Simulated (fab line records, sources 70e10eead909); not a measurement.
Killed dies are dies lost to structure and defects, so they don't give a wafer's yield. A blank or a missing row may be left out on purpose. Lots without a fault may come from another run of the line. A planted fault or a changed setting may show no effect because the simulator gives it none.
Which tool did it? | flow nand_harc | 6 lots, 18 wafers sampled, at 5 steps of a route of 1302

WHAT THE GAUGES READ, wafer by wafer
NHARC_END_SORT_01.
lot  | measured     | on        | killed_at_array
L303 | day 29 05:33 | prober-01 | 670 667 670
L305 | day 30 15:08 | prober-02 | 674 675 670

WHICH TOOL RAN EACH LOT (tool, then ch and the chambers of the sampled wafers, then the start)
lot  | NHARC_A_CHANNEL_HOLE_D1_ETCH_20  | NHARC_A_CHANNEL_HOLE_D1_XSEM_31 | NHARC_A_CHANNEL_FILL_D1_ALD_25   | NHARC_A_DECK1_JOINT_ETCH_19
L295 | har_etch-02 ch 0,1, day 10 19:53 | xsem-02 ch 0, day 11 01:21      | ald_hk-02 ch 0,2, day 12 13:29   | wet_bench-09 ch 4,6,7, day 13 01:26
L297 | har_etch-02 ch 0,1, day 11 10:01 | xsem-01 ch 0, day 11 15:39      | ald_hk-02 ch 1,2,3, day 13 12:55 | wet_bench-06 ch 4,6,7, day 14 00:29
L303 | har_etch-02 ch 0,1, day 13 23:10 | xsem-01 ch 0, day 14 04:40      | ald_hk-04 ch 1,2, day 15 17:06   | wet_bench-07 ch 0,1,5, day 16 05:10
L305 | har_etch-02 ch 0,1, day 14 19:46 | xsem-01 ch 0, day 15 01:14      | ald_hk-04 ch 2,3, day 16 13:11   | wet_bench-07 ch 3,5,6, day 17 01:12
L310 | har_etch-01 ch 0,1, day 17 05:47 | xsem-01 ch 0, day 17 11:16      | ald_hk-01 ch 1,3, day 18 23:55   | wet_bench-09 ch 2,4,6, day 19 12:08
L313 | har_etch-02 ch 0, day 18 01:39   | xsem-01 ch 0, day 18 07:13      | ald_hk-04 ch 0,3, day 19 20:04   | wet_bench-09 ch 0,2,3, day 20 08:06
- NHARC_A_CHANNEL_HOLE_D1_ETCH_20: etches the open film in C4F8/O2/Ar, time 361.9 s, target depth 1600 nm.
- NHARC_A_CHANNEL_HOLE_D1_XSEM_31
- NHARC_A_CHANNEL_FILL_D1_ALD_25: deposits SiOx, target thk 60 nm, pulse time 10 s, ald cycles 600.
- NHARC_A_DECK1_JOINT_ETCH_19: etches poly-Si in TMAH, target depth 3 nm.

THE ANSWER, worked out from the rows above alone
Rule: what is usual is taken from the lots themselves. Put in order of their means at a reading, lots are off if they are a third of the lots or fewer, leave a main group of 4 or more, and stand apart from it by a gap of 3 or more times the standard deviation of the main group's means; of several such gaps the widest counts. A main group whose means are all the same, to the digits that the tables above print for the reading, isn't used. A lot without any number at a reading at which 4 lots or more have one is off too. The other lots that the step has rows for count as sound.
No lot is off at any reading shown: from this, nothing can be told.

WHAT THE SIMULATOR HAD PUT IN
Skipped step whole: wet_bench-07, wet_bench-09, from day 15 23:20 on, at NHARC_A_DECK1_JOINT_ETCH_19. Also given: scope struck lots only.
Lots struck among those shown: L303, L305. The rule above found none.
